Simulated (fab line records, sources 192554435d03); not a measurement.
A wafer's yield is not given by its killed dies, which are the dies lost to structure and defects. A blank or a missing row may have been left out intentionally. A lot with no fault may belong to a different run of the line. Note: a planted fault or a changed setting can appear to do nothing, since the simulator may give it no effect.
fab line records	flow n5Finfet
[record] lots = 12	wafers = 35	lastDay = 17
route steps=1938 shown PMOS_HMC_CHANNEL_EPI@71 PAD_METAL@1894 PASSIVATION@1916
lots with no fault: from the same line, run without faults
startH: the number of hours between the record's first day and the start of the first shown wafer of the lot	waitH: time in hours since the lot's previous step	" the same as in the row above	L1.1+2: a single row standing in for several wafers	- no value, or no start given	* or withheld: withheld	< > ~ a bound
route shown NAME@n: names a module that has steps shown in the file, with the first one's number in the route	usual: average and standard deviation across the fault-free wafers	same: alike in all rows	chamber/n: place in a boat	sites: per-site readings	_std_site: the values' standard deviation	_edge_site: inner sites' mean taken away from outer sites' mean	radiusMm: how far each site lies from the wafer's centre	mask NAME#n: copy n	behind: the last tool/chamber to shape the wafer	hold: reason for holding the lot/hours on hold/outcome of the hold	device: names the non-switching transistor (n, p or np)	end of line: tests of these same wafers at the route's end	a step without rows: its recipe alone	killed: the dies lost at the first sort to structure and to defects; this is not the yield of the wafer	map: dies across one wafer; x = killed, . = not, _ = none there
set.NAME: the run value of the setting; set.NAME@STEP: its run value at that earlier step	model.NAME: the simulator's own value behind a step, which no gauge read
the route's steps for a sample of lots (tables are steps, rows are wafers)
services: from which hour (startH, from the record's first day; less than 0 if before it) a tool's chamber was out of use, for how many hours, and why
[[steps]]
[step N5_PMOS_HMC_CHANNEL_EPI_STRIP_33]
[recipe] chemistry = N2/H2	powerW = 500	tempC = 40	pressureMtorr = 50	rfFrequencyHz = 6e+07	overashFraction = 0.3	biasPowerW = 8	h2Frac = 0.5	n2FlowSccm = 300	h2FlowSccm = 300
[usual] drypumpMotorCurrentA = 5.75/0.27	oesProductAu = 0.77/0.073	rfVppV = 54.1/2	showerheadPlenumPTorr = 3.34/0.097	throttleValvePct = 19.03/0.27
lot.wafer	tool	chamber	startH	waitH	drypumpMotorCurrentA	oesProductAu	rfHoursCounterH	rfVppV	showerheadPlenumPTorr	throttleValvePct
L537.1	rieDiel-05	2	17.23	0.0	5.62	0.95	8	54.2	3.43	18.68
L537.2	"	1	"	"	5.77	0.77	112	53.2	3.36	18.76
L537.3	"	0	"	"	5.86	0.80	99	58.3	3.24	18.62
L538.2	rieDiel-06	2	23.71	0.0	5.50	0.75	161	54.8	3.37	19.05
L538.3	"	0	"	"	5.86	0.78	101	55.7	3.36	19.11
L538.6	"	0	"	"	5.84	0.76	-	52.9	3.36	19.09
L539.2	rieDiel-05	2	30.34	0.0	5.60	0.91	12	55.5	3.43	18.72
L539.5	"	1	"	"	5.73	0.75	-	56.7	3.36	18.78
L539.6	"	0	"	"	5.89	0.82	-	53.8	3.24	18.67
L540.1	rieDiel-03	1	36.06	0.0	6.25	0.74	142	54.1	3.24	19.18
L540.2	"	3	"	"	5.24	0.79	129	53.0	3.37	19.37
L540.5	"	0	"	"	5.38	0.76	-	55.0	3.37	19.32
L541.2	rieDiel-06	2	41.35	0.0	5.54	0.73	167	50.7	3.37	19.02
L541.4	"	2	"	"	5.53	0.73	-	52.6	3.37	19.01
L541.6	"	0	"	"	5.86	0.77	-	56.1	3.36	19.14
L542.1	rieDiel-05	2	47.80	0.0	5.60	0.92	18	55.3	3.43	18.72
L542.2	"	3	"	"	6.14	0.69	227	50.1	3.18	19.49
L542.4	"	0	"	"	5.86	0.78	109	55.8	3.24	18.66
L543.2	rieDiel-05	2	53.46	0.0	5.58	0.91	20	52.7	3.43	18.70
L543.3	"	3	"	"	6.14	0.70	229	50.2	3.18	19.52
L543.6	"	2	"	"	5.59	0.92	-	55.7	3.42	18.69
L548.1	rieDiel-05	3	86.14	0.0	6.17	0.69	239	51.5	3.18	19.53
L548.4	"	1	"	"	5.74	0.74	132	51.7	3.35	18.76
L548.5	"	1	"	"	5.73	0.76	-	54.6	3.35	18.79
L554.1	rieDiel-03	3	119.73	0.0	5.25	0.76	156	51.6	3.36	19.37
L554.2	"	0	"	"	5.35	0.72	176	54.0	3.35	19.38
L556.1	rieDiel-06	1	131.89	0.0	5.94	0.75	156	55.3	3.50	19.08
L556.3	"	0	"	"	5.84	0.74	137	52.1	3.34	19.18
L556.4	"	3	"	"	5.80	0.93	24	54.2	3.43	19.01
L559.1	rieDiel-06	0	149.49	0.0	5.85	0.73	144	50.2	3.34	19.13
L559.2	"	1	"	"	5.94	0.73	162	54.8	3.50	19.05
L559.3	"	2	"	"	5.52	0.71	200	49.6	3.35	19.08
L560.3	rieDiel-06	2	155.46	0.0	5.53	0.72	201	51.6	3.35	19.08
L560.4	"	3	"	"	5.79	0.93	30	55.8	3.43	19.05
L560.6	"	0	"	"	5.85	0.75	-	53.7	3.34	19.22
[step N5_PASSIVATION_PRE_CLEAN_19]
[recipe] gas = H2/He	timeS = *	tempC = *
[usual] heaterPowerW = 443/46
lot.wafer	tool	chamber	startH	waitH	heaterPowerW
L537.1	pvdSputter-02	-	257.05	0.0	476
L537.2	"	-	"	"	459
L537.3	"	-	"	"	431
L538.2	pvdSputter-02	-	257.89	0.0	488
L538.3	"	-	"	"	418
L538.6	"	-	"	"	443
L540.1	pvdSputter-02	-	268.47	0.0	463
L540.2	"	-	"	"	421
L540.5	"	-	"	"	480
L539.2	pvdSputter-03	-	275.84	0.0	358
L539.5	"	-	"	"	347
L539.6	"	-	"	"	410
L541.2	pvdSputter-02	-	277.67	0.0	478
L541.4	"	-	"	"	484
L541.6	"	-	"	"	448
L542.1	pvdSputter-03	-	290.79	0.0	491
L542.2	"	-	"	"	466
L542.4	"	-	"	"	366
L543.2	pvdSputter-03	-	294.75	0.0	459
L543.3	"	-	"	"	422
L543.6	"	-	"	"	461
L548.1	pvdSputter-03	-	334.41	0.0	460
L548.4	"	-	"	"	354
L548.5	"	-	"	"	459
L554.1	pvdSputter-01	-	362.19	0.0	499
L554.2	"	-	"	"	420
L556.1	pvdSputter-03	-	373.05	0.0	421
L556.3	"	-	"	"	488
L556.4	"	-	"	"	356
L560.3	pvdSputter-02	-	404.23	0.0	418
L560.4	"	-	"	"	480
L560.6	"	-	"	"	496
L559.1	pvdSputter-03	-	405.28	0.0	453
L559.2	"	-	"	"	491
L559.3	"	-	"	"	411
[step N5_PASSIVATION_AL_DEP_21]
[recipe] material = Al	targetThkA = 28000	tempC = 400	timeS = 170	powerW = 30000	chamberPressurePa = 0.4	gas = Ar
[usual] throttleValvePct = 29.9/0.83
lot.wafer	tool	chamber	startH	waitH	throttleValvePct
L537.1	pvdSputter-02	-	257.19	0.1	31.4
L537.2	"	-	"	"	28.8
L537.3	"	-	"	"	28.3
L538.2	pvdSputter-02	-	258.03	0.1	30.1
L538.3	"	-	"	"	28.7
L538.6	"	-	"	"	29.0
L540.1	pvdSputter-02	-	268.61	0.1	31.1
L540.2	"	-	"	"	28.7
L540.5	"	-	"	"	30.4
L539.2	pvdSputter-03	-	275.98	0.1	30.2
L539.5	"	-	"	"	30.2
L539.6	"	-	"	"	30.6
L541.2	pvdSputter-02	-	277.81	0.1	31.1
L541.4	"	-	"	"	30.3
L541.6	"	-	"	"	28.8
L542.1	pvdSputter-03	-	290.93	0.1	29.1
L542.2	"	-	"	"	30.0
L542.4	"	-	"	"	30.2
L543.2	pvdSputter-03	-	294.89	0.1	30.0
L543.3	"	-	"	"	30.4
L543.6	"	-	"	"	30.0
L548.1	pvdSputter-03	-	334.55	0.1	29.9
L548.4	"	-	"	"	30.3
L548.5	"	-	"	"	30.3
L554.1	pvdSputter-01	-	362.33	0.1	30.8
L554.2	"	-	"	"	27.9
L556.1	pvdSputter-03	-	373.19	0.1	30.5
L556.3	"	-	"	"	29.3
L556.4	"	-	"	"	30.3
L560.3	pvdSputter-02	-	404.37	0.1	28.7
L560.4	"	-	"	"	31.4
L560.6	"	-	"	"	30.4
L559.1	pvdSputter-03	-	405.42	0.1	30.3
L559.2	"	-	"	"	29.3
L559.3	"	-	"	"	30.7
[step N5_PASSIVATION_PECVD_35]
[recipe] material = SiNx	targetThkA = 7000	tempC = 400	precursor = SiH4/NH3/N2	pressureTorr = 4.9	rfW = 1406	timeS = 151.3
[usual] heaterPowerW = 391/68	rfFwdPowerW = 1400/4.9	showerheadPlenumPTorr = 8.64/0.07	throttleValvePct = 29.0/1.7
lot.wafer	tool	chamber	startH	waitH	heaterPowerW	rfFwdPowerW	showerheadPlenumPTorr	throttleValvePct
L537.1	pecvd-02	0	259.02	0.1	468	1401	8.67	28.0
L537.2	"	1	"	"	532	1394	8.59	30.1
L537.3	"	2	"	"	348	1399	8.57	26.3
L538.2	pecvd-03	2	259.89	0.1	439	1391	8.55	29.1
L538.3	"	1	"	"	325	1398	8.73	30.7
L538.6	"	0	"	"	431	1401	8.78	28.2
L540.1	pecvd-04	2	270.49	0.1	333	1405	8.64	26.3
L540.2	"	0	"	"	409	1396	8.62	31.7
L540.5	"	0	"	"	271	1395	8.65	31.8
L539.2	pecvd-02	1	278.10	0.1	438	1397	8.62	30.2
L539.5	"	0	"	"	410	1404	8.64	28.4
L539.6	"	2	"	"	318	1404	8.55	26.4
L541.2	pecvd-03	0	279.63	0.1	397	1399	8.80	28.3
L541.4	"	0	"	"	445	1398	8.81	28.3
L541.6	"	1	"	"	427	1403	8.75	31.0
L542.1	pecvd-02	1	292.82	0.1	428	1405	8.62	30.3
L542.2	"	0	"	"	416	1400	8.63	28.1
L542.4	"	2	"	"	262	1406	8.58	26.5
L543.2	pecvd-02	0	296.67	0.1	419	1410	8.64	28.0
L543.3	"	2	"	"	325	1404	8.59	26.6
L543.6	"	0	"	"	446	1404	8.61	28.1
L548.1	pecvd-03	0	336.42	0.1	497	1398	8.81	28.4
L548.4	"	0	"	"	363	1389	8.81	28.5
L548.5	"	2	"	"	368	1399	8.54	29.3
L554.1	pecvd-03	0	364.30	0.1	518	1400	8.80	28.2
L554.2	"	2	"	"	342	1391	8.56	29.5
L556.1	pecvd-04	0	375.09	0.1	387	1404	8.62	32.2
L556.3	"	1	"	"	430	1400	8.64	29.3
L556.4	"	0	"	"	421	1403	8.63	32.0
L560.3	pecvd-02	2	406.14	0.1	393	1393	8.58	26.9
L560.4	"	2	"	"	402	1402	8.56	26.9
L560.6	"	1	"	"	521	1398	8.60	30.2
L559.1	pecvd-03	0	407.56	0.1	508	1402	8.78	28.4
L559.2	"	2	"	"	324	1400	8.56	29.7
L559.3	"	0	"	"	528	1406	8.78	28.1
[step N5_PASSIVATION_PROBE_49]
[usual] killed_at_M0_to_M3 = 33/9.1	killed_at_M4_up = 14/5.6	killedAtContacts = 13/5.7	killedAtFrontEnd = 42/12	killedAtOther = 4/3	killedDies = 105/16	killedOnRim = 13/4	killedOpen = 69/11	killedShort = 34/7.5
[same] grossDies = 1180	killedAtBackSide = 0
lot.wafer	tool	chamber	startH	waitH	killed_at_M0_to_M3	killed_at_M4_up	killedAtContacts	killedAtFrontEnd	killedAtOther	killedDies	killedOnRim	killedOpen	killedShort
L538.2	prober-02	-	263.52	0.1	22	12	19	48	4	105	12	65	35
L538.3	prober-02	-	263.57	0.1	27	6	17	48	5	103	9	62	40
L538.6	prober-02	-	263.72	0.3	25	9	14	30	5	83	7	54	29
L540.1	prober-01	-	274.06	0.0	60	13	15	51	0	139	21	90	48
L540.2	prober-01	-	274.11	0.1	50	12	5	40	1	108	8	67	40
L540.5	prober-01	-	274.26	0.2	46	10	16	39	4	115	18	71	39
L541.2	prober-01	-	283.81	0.1	18	13	19	51	2	103	8	61	42
L541.4	prober-01	-	283.91	0.2	31	13	14	33	7	98	11	54	40
L541.6	prober-01	-	284.01	0.3	35	10	15	34	1	95	8	61	32
L548.1	prober-01	-	340.73	0.0	23	20	9	137	2	191	30	76	26
L548.4	prober-01	-	340.88	0.2	14	12	16	147	1	190	29	57	22
L548.5	prober-01	-	340.93	0.2	25	11	8	162	3	209	33	63	30
L554.1	prober-01	-	368.26	0.0	27	9	1	18	4	59	10	31	27
L554.2	prober-01	-	368.31	0.1	25	12	4	33	8	82	14	63	19
L556.1	prober-02	-	378.85	0.0	33	6	10	62	2	113	16	83	26
L556.3	prober-02	-	378.95	0.1	53	11	17	38	3	122	15	91	27
L556.4	prober-02	-	379.00	0.2	48	9	7	44	0	108	13	74	33
L560.3	prober-01	-	410.74	0.1	23	13	17	65	10	128	16	79	42
L560.4	prober-01	-	410.79	0.2	31	8	17	48	6	110	12	67	39
L560.6	prober-01	-	410.89	0.3	31	9	12	50	4	106	12	65	37
// killed by level:class
L538.2 FIN_SAQP:geometricParticle:open=15 MOL_CONTACT_COAG:geometricParticle:open=15 FIN_SAQP:geometricParticle:short=9 BEOL_M0_SAQP:geometricParticle:short=6 STI_FIN_REVEAL:geometricParticle:open=5 BEOL_M0_SAQP:geometricParticle:open=4 BEOL_M1:geometricParticle:open=4 STI_FIN_REVEAL:geometricParticle:short=3
L538.3 MOL_CONTACT_COAG:geometricParticle:open=13 FIN_SAQP:geometricParticle:open=11 BEOL_M0_SAQP:geometricParticle:open=11 GATE_CUT:geometricParticle:short=10 FIN_SAQP:geometricParticle:short=8 BEOL_M0_SAQP:geometricParticle:short=6 GATE_CUT:geometricParticle:open=5 STI_FIN_REVEAL:geometricParticle:open=5
L538.6 MOL_CONTACT_COAG:geometricParticle:open=13 FIN_SAQP:geometricParticle:open=8 BEOL_M0_SAQP:geometricParticle:open=7 FIN_SAQP:geometricParticle:short=5 GATE_CUT:geometricParticle:short=5 BEOL_M0_SAQP:geometricParticle:short=4 BEOL_M2:geometricParticle:short=4 BEOL_M2:geometricParticle:open=4
L540.1 FIN_SAQP:geometricParticle:short=16 BEOL_M3:geometricParticle:open=15 BEOL_M1:geometricParticle:open=13 BEOL_M0_SAQP:geometricParticle:open=11 FIN_SAQP:geometricParticle:open=10 MOL_CONTACT_COAG:geometricParticle:open=9 BEOL_M2:geometricParticle:open=7 MOL_CONTACT_COAG:geometricParticle:short=5
L540.2 BEOL_M1:geometricParticle:open=17 FIN_SAQP:geometricParticle:short=12 BEOL_M3:geometricParticle:open=8 BEOL_M4:geometricParticle:open=8 FIN_SAQP:geometricParticle:open=6 GATE_CUT:geometricParticle:short=6 MOL_CONTACT_COAG:geometricParticle:open=5 BEOL_M1:geometricParticle:short=5
L540.5 BEOL_M1:geometricParticle:open=14 STI_FIN_REVEAL:geometricParticle:open=11 MOL_CONTACT_COAG:geometricParticle:open=11 BEOL_M0_SAQP:geometricParticle:short=8 BEOL_M0_SAQP:geometricParticle:open=6 BEOL_M1:geometricParticle:short=6 BEOL_M4:geometricParticle:open=5 GATE_CUT:geometricParticle:short=5
L541.2 MOL_CONTACT_COAG:geometricParticle:open=15 FIN_SAQP:geometricParticle:short=12 BEOL_M0_SAQP:geometricParticle:short=9 DUMMY_GATE:geometricParticle:open=8 FIN_SAQP:geometricParticle:open=6 GATE_CUT:geometricParticle:short=6 ILD0:geometricParticle:open=5 MOL_CONTACT_COAG:geometricParticle:short=4
L541.4 FIN_SAQP:geometricParticle:short=12 BEOL_M0_SAQP:geometricParticle:short=11 MOL_CONTACT_COAG:geometricParticle:open=11 FIN_SAQP:geometricParticle:open=8 BEOL_M1:geometricParticle:open=7 BEOL_M0_SAQP:geometricParticle:open=6 GATE_CUT:geometricParticle:open=3 MOL_CONTACT_COAG:geometricParticle:short=3
L541.6 GATE_CUT:geometricParticle:open=8 MOL_CONTACT_COAG:geometricParticle:open=8 BEOL_M0_SAQP:geometricParticle:short=8 FIN_SAQP:geometricParticle:open=7 BEOL_M2:geometricParticle:open=7 BEOL_M3:geometricParticle:open=7 GATE_CUT:geometricParticle:short=6 MOL_CONTACT_COAG:geometricParticle:short=6
L548.1 PMOS_HMC_CHANNEL_EPI:unspecified=88 FIN_SAQP:geometricParticle:open=13 BEOL_M3:geometricParticle:open=10 BEOL_M4:geometricParticle:open=10 STI_FIN_REVEAL:geometricParticle:open=8 GATE_CUT:geometricParticle:open=7 MOL_CONTACT_COAG:geometricParticle:open=7 FIN_SAQP:geometricParticle:short=5
L548.4 PMOS_HMC_CHANNEL_EPI:unspecified=108 MOL_CONTACT_COAG:geometricParticle:open=13 FIN_SAQP:geometricParticle:open=11 STI_FIN_REVEAL:geometricParticle:open=9 FIN_SAQP:geometricParticle:short=4 BEOL_M1:geometricParticle:open=4 BEOL_M1:geometricParticle:short=4 STI_FIN_REVEAL:geometricParticle:short=3
L548.5 PMOS_HMC_CHANNEL_EPI:unspecified=114 STI_FIN_REVEAL:geometricParticle:open=15 BEOL_M3:geometricParticle:open=8 FIN_SAQP:geometricParticle:short=7 MOL_CONTACT_COAG:geometricParticle:open=7 STI_FIN_REVEAL:geometricParticle:short=6 FIN_SAQP:geometricParticle:open=5 BEOL_M1:geometricParticle:open=5
L554.1 BEOL_M0_SAQP:geometricParticle:short=7 BEOL_M3:geometricParticle:open=7 FIN_SAQP:geometricParticle:short=6 BEOL_M1:geometricParticle:open=4 FIN_SAQP:geometricParticle:open=2 ILD0:geometricParticle:open=2 GATE_CUT:geometricParticle:open=2 BEOL_M1:geometricParticle:short=2
L554.2 STI_FIN_REVEAL:geometricParticle:open=13 BEOL_M1:geometricParticle:open=12 BEOL_M5:geometricParticle:open=5 BEOL_M0_SAQP:geometricParticle:open=5 FIN_CUT:geometricParticle:short=3 GATE_CUT:geometricParticle:open=3 MOL_CONTACT_COAG:geometricParticle:open=3 BEOL_M3:geometricParticle:open=3
L556.1 BEOL_M2:geometricParticle:open=20 FIN_SAQP:geometricParticle:open=18 FIN_SAQP:geometricParticle:short=10 MOL_CONTACT_COAG:geometricParticle:open=10 DUMMY_GATE:geometricParticle:open=9 STI_FIN_REVEAL:geometricParticle:open=5 GATE_CUT:geometricParticle:open=4 BEOL_M0_SAQP:geometricParticle:open=4
L556.3 BEOL_M2:geometricParticle:open=20 BEOL_M3:geometricParticle:open=19 FIN_SAQP:geometricParticle:open=16 MOL_CONTACT_COAG:geometricParticle:open=13 FIN_SAQP:geometricParticle:short=8 MOL_CONTACT_COAG:geometricParticle:short=4 BEOL_M3:geometricParticle:short=4 BEOL_M4:geometricParticle:open=4
L556.4 BEOL_M2:geometricParticle:open=21 FIN_SAQP:geometricParticle:open=11 FIN_SAQP:geometricParticle:short=8 BEOL_M3:geometricParticle:open=8 BEOL_M0_SAQP:geometricParticle:short=6 STI_FIN_REVEAL:geometricParticle:open=6 BEOL_M2:geometricParticle:short=6 DUMMY_GATE:geometricParticle:open=5
L560.3 STI_FIN_REVEAL:geometricParticle:open=17 FIN_SAQP:geometricParticle:short=16 FIN_SAQP:geometricParticle:open=13 MOL_CONTACT_COAG:geometricParticle:open=13 BEOL_M4:geometricParticle:open=7 MIM_TOP:geometricParticle:open=5 STI_FIN_REVEAL:geometricParticle:short=4 BEOL_M3:geometricParticle:open=4
L560.4 MOL_CONTACT_COAG:geometricParticle:open=12 FIN_SAQP:geometricParticle:open=10 FIN_SAQP:geometricParticle:short=9 STI_FIN_REVEAL:geometricParticle:open=9 BEOL_M0_SAQP:geometricParticle:open=6 BEOL_M2:geometricParticle:short=5 ILD0:geometricParticle:short=5 BEOL_M1:geometricParticle:open=5
L560.6 FIN_SAQP:geometricParticle:open=14 FIN_SAQP:geometricParticle:short=12 MOL_CONTACT_COAG:geometricParticle:open=10 BEOL_M1:geometricParticle:open=8 BEOL_M2:geometricParticle:open=6 STI_FIN_REVEAL:geometricParticle:open=5 STI_FIN_REVEAL:geometricParticle:short=4 BEOL_M4:geometricParticle:open=4
[[services]]
tool	chamber	startH	hours	kind
pvdSputter-03	-	-1.34	6.2	repair
pecvd-02	0	4.53	2.9	repair
rieDiel-06	-	16.29	2.8	pm
rieDiel-05	-	23.95	0.3	repair
rieDiel-05	1	55.98	6.4	repair
pvdSputter-03	-	56.45	3.9	repair
rieDiel-05	0	58.55	9.7	repair
pecvd-02	1	59.86	3.4	repair
rieDiel-06	2	78.81	9.3	repair
pvdSputter-03	-	96.64	1.2	repair
rieDiel-06	1	113.13	2.7	repair
pecvd-02	2	124.07	2.3	repair
rieDiel-05	2	147.57	7.4	repair
pecvd-02	1	195.84	18.6	repair
rieDiel-06	0	270.40	9.1	repair
rieDiel-05	2	270.47	12.0	repair
rieDiel-05	3	312.55	6.6	repair
rieDiel-05	2	317.23	1.2	repair
pecvd-02	-	317.75	2.8	pm
pecvd-02	0	345.35	15.8	repair
pecvd-02	-	358.11	0.8	pm
pecvd-02	2	371.32	13.7	repair
pecvd-02	1	377.27	4.2	repair
rieDiel-06	-	392.00	1.8	repair
[[key]]
[firstSign] step = N5_PASSIVATION_PROBE_49	reading = killedAtFrontEnd	direction = up	sigmas = 8.8	usual = 42	struck = 149
[effect] step = N5_PASSIVATION_PROBE_49	reading = killedDies	direction = up	sigmas = 5.7	usual = 105	struck = 197
[moreKillsBornAt] N5_PMOS_HMC_CHANNEL_EPI_STRIP_33@rieDiel-05 = 310
metAt N5_PMOS_HMC_CHANNEL_EPI_STRIP_33
struckLots L548
testerLeftOut L548
notActingAt N5_PASSIVATION_PRE_CLEAN_19,N5_PASSIVATION_AL_DEP_21,N5_PASSIVATION_PECVD_35
onsetBetween 53.46 86.14
[fault] kind = chamberParticleSource	tool = rieDiel-05	chamber = -	onsetH = 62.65	steps = N5_PMOS_HMC_CHANNEL_EPI_STRIP_33	ratePerVisitCm2 = 2.0213	untilTheNextWetClean = True
// testerLeftOut: of these lots the tester's yield and bins aren't shown, on N5 and GAA mostly nor the transistor test; their killed dies are dies lost to structure and defects alone, not to doping, threshold or leakage, so they don't give the yield
